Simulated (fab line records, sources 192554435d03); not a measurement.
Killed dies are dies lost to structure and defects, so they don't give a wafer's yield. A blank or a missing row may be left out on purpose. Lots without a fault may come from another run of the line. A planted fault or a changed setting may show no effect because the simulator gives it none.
Which tool did it? | flow n5_finfet | 15 lots, 44 wafers sampled, at 3 steps of a route of 1938

WHAT THE GAUGES READ, wafer by wafer
N5_BEOL_M0_CUTY_OVL_MEAS_58.
lot  | measured     | on         | M0_ABLK_OVL (nm)
L153 | day 6 03:22  | overlay-01 | 0.4 -1.0 0.3
L154 | day 6 10:59  | overlay-01 | -0.7 0.3 1.4
L157 | day 6 23:14  | overlay-02 | -0.2 -1.1 -1.8
L158 | day 7 05:16  | overlay-01 | 0.2 0.3 -0.6
L159 | day 7 16:55  | overlay-01 | 0.2 0.2 1.4
L160 | day 7 21:05  | overlay-02 | -0.5 0.0 0.4
L163 | day 8 18:40  | overlay-02 | 1.3 0.4 1.7
L164 | day 8 23:07  | overlay-02 | -0.5 0.3 -0.1
L165 | day 9 04:16  | overlay-01 | 0.5 0.9 0.7
L167 | day 9 16:34  | overlay-02 | -0.7 -0.3 -1.5
L168 | day 9 20:38  | overlay-01 | - - -
L169 | day 9 23:11  | overlay-02 | - - -
L170 | day 10 05:32 | overlay-01 | - - -
L174 | day 11 08:10 | overlay-02 | 0.1 0.2 -0.9
L175 | day 11 16:44 | overlay-01 | -0.9 0.0

WHICH TOOL RAN EACH LOT (tool, then ch and the chambers of the sampled wafers, then the start)
lot  | N5_BEOL_M0_SAQP_MANDREL2_REMOVE_110 | N5_BEOL_M0_CUTY_EXPOSE_54
L153 | rie_si-03 ch 0,1, day 6 01:22       | arfi_scanner-03 ch 0, day 6 03:12
L154 | rie_si-03 ch 0,3, day 6 09:10       | arfi_scanner-03 ch 0, day 6 10:50
L157 | rie_si-03 ch 1,2,3, day 6 21:19     | arfi_scanner-03 ch 0, day 6 23:05
L158 | rie_si-04 ch 0,1,2, day 7 03:16     | arfi_scanner-03 ch 0, day 7 05:07
L159 | rie_si-02 ch 0,1,2, day 7 14:54     | arfi_scanner-01 ch 0, day 7 16:46
L160 | rie_si-04 ch 0,1,2, day 7 18:58     | arfi_scanner-03 ch 0, day 7 20:57
L163 | rie_si-02 ch 0,2,3, day 8 16:30     | arfi_scanner-02 ch 0, day 8 18:31
L164 | rie_si-03 ch 0,2,3, day 8 21:14     | arfi_scanner-03 ch 0, day 8 22:58
L165 | rie_si-04 ch 2,3, day 9 02:01       | arfi_scanner-01 ch 0, day 9 04:07
L167 | rie_si-04 ch 0,1,3, day 9 14:29     | arfi_scanner-01 ch 0, day 9 16:24
L168 | rie_si-03 ch 1,2,3, day 9 18:45     | arfi_scanner-03, day 9 20:29
L169 | rie_si-03 ch 2,3, day 9 21:19       | arfi_scanner-03, day 9 23:02
L170 | rie_si-04 ch 0,1,2, day 10 03:32    | arfi_scanner-01, day 10 05:23
L174 | rie_si-02 ch 0,2, day 11 05:41      | arfi_scanner-01 ch 0, day 11 08:01
L175 | rie_si-02 ch 2, day 11 14:44        | arfi_scanner-03 ch 0, day 11 16:35
- N5_BEOL_M0_SAQP_MANDREL2_REMOVE_110: chemistry HBr/Cl2/O2, target a-Si, stops on SiCN, bt time 10 s.
- N5_BEOL_M0_CUTY_EXPOSE_54: exposes mask M0 ABLK.

WHAT THE TOOLS THEMSELVES READ (means of the sampled wafers that have a number; where no wafer has one, the mark that the record gives instead)
N5_BEOL_M0_SAQP_MANDREL2_REMOVE_110.
lot  | tool      | drypump_motor_current_A (A) | oes_product_au (a.u.) | throttle_valve_pct (%)
L153 | rie_si-03 | 6.2                         | 0.995                 | 36.6
L154 | rie_si-03 | 5.9                         | 0.993                 | 36.6
L157 | rie_si-03 | 5.6                         | 0.987                 | 36.7
L158 | rie_si-04 | 6.0                         | 0.979                 | 37.2
L159 | rie_si-02 | 5.6                         | 1.008                 | 36.8
L160 | rie_si-04 | 5.9                         | 0.998                 | 37.2
L163 | rie_si-02 | 6.0                         | 0.993                 | 36.8
L164 | rie_si-03 | 5.9                         | 0.992                 | 36.9
L165 | rie_si-04 | 5.5                         | 0.992                 | 36.7
L167 | rie_si-04 | 6.0                         | 0.996                 | 36.6
L168 | rie_si-03 | 5.6                         | 0.992                 | 36.7
L169 | rie_si-03 | 5.4                         | 0.990                 | 36.6
L170 | rie_si-04 | 6.0                         | 0.993                 | 37.2
L174 | rie_si-02 | 5.7                         | 0.995                 | 36.6
L175 | rie_si-02 | 6.0                         | 0.992                 | 36.5

N5_BEOL_M0_CUTY_EXPOSE_54.
lot  | tool            | exposure_dose_mJ_cm2 | focus_offset_nm (nm)
L153 | arfi_scanner-03 | 35.95                | -0.2
L154 | arfi_scanner-03 | 35.95                | -0.2
L157 | arfi_scanner-03 | 35.96                | 0.1
L158 | arfi_scanner-03 | 36.02                | -0.1
L159 | arfi_scanner-01 | 35.94                | 0.3
L160 | arfi_scanner-03 | 36.00                | 0.4
L163 | arfi_scanner-02 | 36.00                | -0.2
L164 | arfi_scanner-03 | 36.02                | 0.5
L165 | arfi_scanner-01 | 35.94                | 0.3
L167 | arfi_scanner-01 | 35.95                | -0.4
L168 | arfi_scanner-03 | -                    | -
L169 | arfi_scanner-03 | -                    | -
L170 | arfi_scanner-01 | -                    | -
L174 | arfi_scanner-01 | 35.97                | 0.5
L175 | arfi_scanner-03 | 36.00                | -0.4

THE ANSWER, worked out from the rows above alone
Rule: what is usual is taken from the lots themselves. Put in order of their means at a reading, lots are off if they are a third of the lots or fewer, leave a main group of 4 or more, and stand apart from it by a gap of 3 or more times the standard deviation of the main group's means; of several such gaps the widest counts. A main group whose means are all the same, to the digits that the tables above print for the reading, isn't used. A lot without any number at a reading at which 4 lots or more have one is off too. The other lots that the step has rows for count as sound. The gauges are gone through in route order, then the tools' own readings, and for those a lot's mean is taken as printed above. The first step at which some lot is off is used, and at that step the reading that is off furthest; a lot without a number counts as furthest.
Off: L168, L169, L170, at N5_BEOL_M0_CUTY_OVL_MEAS_58 (M0_ABLK_OVL). Without a number there: L168, L169, L170. The main group: mean -0.0 nm, standard deviation 0.6.
A tool fits if, at a process step before that reading, it ran every lot that is off, and no sound lot after the first of them. The gauges at N5_BEOL_M0_CUTY_OVL_MEAS_58 aren't tried: what is off there is off at N5_BEOL_M0_CUTY_EXPOSE_54 too, on other tools, and a gauge's error can't cause that. None of those tried fits.

WHAT THE SIMULATOR HAD PUT IN
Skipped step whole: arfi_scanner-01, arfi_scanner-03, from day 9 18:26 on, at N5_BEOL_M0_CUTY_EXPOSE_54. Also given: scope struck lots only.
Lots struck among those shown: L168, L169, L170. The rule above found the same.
